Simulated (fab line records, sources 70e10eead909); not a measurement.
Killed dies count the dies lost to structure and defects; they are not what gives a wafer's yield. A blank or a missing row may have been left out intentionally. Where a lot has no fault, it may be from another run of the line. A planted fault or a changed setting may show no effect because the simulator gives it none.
Which of the tools did it?	flow nand-harc	42 wafers from 14 lots sampled at 4 of the route's 1302 steps

## WHAT THE GAUGES SHOWED, per wafer
NHARC_THIN_TSV_CD_MEAS_16.
lot	measured	on	cd-nm (nm)
L945	day 23 15:19	cd-sem-01	997.0 999.6 998.4
L944	day 23 17:38	cd-sem-01	999.0 1000.6 1003.8
L948	day 25 09:59	cd-sem-02	996.9 996.2 998.2
L947	day 25 11:11	cd-sem-03	1001.6 1000.3 1002.3
L949	day 26 02:57	cd-sem-02	1000.9 999.2 997.7
L951	day 27 01:25	cd-sem-02	1001.3 999.5 999.9
L952	day 27 07:40	cd-sem-03	998.9 1001.4 1000.2
L960	day 30 03:05	cd-sem-01	1001.4 1002.8 997.7
L959	day 30 04:20	cd-sem-01	1000.4 1001.5 1002.3
L961	day 30 14:35	cd-sem-01	1001.3 1000.7 997.9
L964	day 31 13:45	cd-sem-01	1001.5 1002.4 999.1
L962	day 31 12:38	cd-sem-01	998.3 997.4 997.8
L963	day 32 17:14	cd-sem-02	1000.6 1000.4 1001.3
L967	day 33 10:31	cd-sem-02	996.8 999.5 999.4

NHARC_END_SORT_01.
lot	measured	on	defect-limited-yield (%)	killed-at-array	killed-at-other	killed-at-periphery	killed-dies	killed-open	killed-short
L951	day 27 15:35	prober-02	15.8 17.6 14.5	568 557 579	1 0 0	1 1 0	570 558 579	2 1 0	0 1 0
L952	day 27 23:36	prober-01	12.7 13.9 13.9	591 578 580	0 0 0	0 5 3	591 583 583	1 3 4	1 1 2
L960	day 30 17:49	prober-02	90.1	61	1	5	67	7	5
L962	day 32 03:33	prober-02	91.6 90.7	54 61	0 0	3 2	57 63	5 5	3 0
L963	day 33 08:45	prober-02	87.0 88.6 87.7	83 73 70	0 0 0	5 4 13	88 77 83	7 3 2	3 2 4

## EACH LOT AND THE TOOL THAT RAN IT (in order: tool; ch and the chambers of the sampled wafers; start)
lot	NHARC_A_M0_ECD_22	NHARC_THIN_TSV_ETCH_44
L945	ecd-cu-01 ch 0,1, day 22 16:55	rie-diel-06 ch 0,3, day 23 14:36
L944	ecd-cu-01 ch 0,1, day 22 18:26	rie-diel-13 ch 0,3, day 23 16:55
L948	ecd-cu-01 ch 0,1, day 24 09:56	rie-diel-13 ch 1,3, day 25 09:17
L947	ecd-cu-01 ch 0,1, day 24 11:31	rie-diel-06 ch 0,1,2, day 25 10:35
L949	ecd-cu-01 ch 0,1, day 25 02:46	rie-diel-13 ch 0,1,2, day 26 02:23
L951	ecd-cu-01 ch 0,1, day 26 01:17	rie-diel-10 ch 0,1,2, day 27 00:43
L952	ecd-cu-01 ch 0,1, day 26 06:05	rie-diel-10 ch 0,2,3, day 27 07:03
L960	ecd-cu-02 ch 0,1, day 29 04:03	rie-diel-10 ch 0,2,3, day 30 02:22
L959	ecd-cu-01 ch 0,1, day 29 05:24	rie-diel-10 ch 0,1, day 30 03:37
L961	ecd-cu-01 ch 0,1, day 29 15:10	rie-diel-10 ch 1,2,3, day 30 13:52
L964	ecd-cu-01 ch 0,1, day 30 12:57	rie-diel-10 ch 0,1,2, day 31 13:09
L962	ecd-cu-01 ch 0,1, day 30 14:59	rie-diel-10 ch 1,2, day 31 11:59
L963	ecd-cu-02 ch 0,1, day 31 17:40	rie-diel-10 ch 0,1,3, day 32 16:37
L967	ecd-cu-01 ch 0, day 32 10:34	rie-diel-06 ch 0,2,3, day 33 09:48
- NHARC_A_M0_ECD_22: material Cu, target thk 400 nm.
- NHARC_THIN_TSV_ETCH_44: etches the open film in CF4/O2, target depth 1594.2 nm, time 797.1 s.

## WHAT THE TOOLS THEMSELVES READ (means of the sampled wafers that have a number; where no wafer has one, the mark that the record gives instead)
NHARC_A_M0_ECD_22.
lot	tool	bath-heat-duty-pct (%)
L945	ecd-cu-01	6.1
L944	ecd-cu-01	6.4
L948	ecd-cu-01	5.9
L947	ecd-cu-01	6.4
L949	ecd-cu-01	6.3
L951	ecd-cu-01	5.9
L952	ecd-cu-01	6.5
L960	ecd-cu-02	5.4
L959	ecd-cu-01	5.9
L961	ecd-cu-01	5.5
L964	ecd-cu-01	6.2
L962	ecd-cu-01	6.1
L963	ecd-cu-02	5.9
L967	ecd-cu-01	5.1

NHARC_THIN_TSV_ETCH_44.
lot	tool	cf4-flow-sccm (sccm)	drypump-motor-current-A (A)	oes-product-au (a.u.)	rf-vpp-V (V)	showerhead-plenum-p-Torr (Torr)	throttle-valve-pct (%)
L945	rie-diel-06	150.1	6.0	1.010	797	1.87	16.912
L944	rie-diel-13	149.6	5.8	0.988	793	1.81	16.916
L948	rie-diel-13	150.3	5.4	0.994	798	1.89	16.919
L947	rie-diel-06	150.1	6.0	1.014	796	1.87	16.917
L949	rie-diel-13	150.0	5.7	0.983	797	1.86	16.922
L951	rie-diel-10	149.8	5.8	1.000	795	1.84	16.906
L952	rie-diel-10	150.1	5.7	1.002	795	1.84	16.923
L960	rie-diel-10	150.3	5.8	1.003	795	1.84	16.920
L959	rie-diel-10	150.0	5.9	1.008	798	1.88	16.914
L961	rie-diel-10	150.0	6.0	0.993	794	1.82	16.907
L964	rie-diel-10	150.3	5.8	0.998	794	1.84	16.911
L962	rie-diel-10	149.9	6.1	1.004	793	1.81	16.907
L963	rie-diel-10	150.5	5.8	0.990	797	1.89	16.918
L967	rie-diel-06	149.9	6.2	1.006	796	1.85	16.914

## THE ANSWER, worked out from the rows above alone
Rule: usual is defined by the lots themselves. Put in order of their means at a reading, lots are off if they are a third of the lots or fewer, leave a main group of 4 or more, and stand apart from it by a gap of 3 or more times the standard deviation of the main group's means; of several such gaps the widest counts. A main group is skipped when, at the precision printed for the reading in the tables above, its means are all equal. Also off: a lot with no number at a reading for which 4 or more lots have one. The other lots that the step has rows for count as sound. First the gauges in route order, then the tools' own readings, where a lot's mean is used as printed above. The first step at which some lot is off is used, and at that step the reading that is off furthest; a lot without a number counts as furthest.
Nothing can be told from this: no lot is off at any reading shown.

## WHAT THE SIMULATOR HAD INSERTED
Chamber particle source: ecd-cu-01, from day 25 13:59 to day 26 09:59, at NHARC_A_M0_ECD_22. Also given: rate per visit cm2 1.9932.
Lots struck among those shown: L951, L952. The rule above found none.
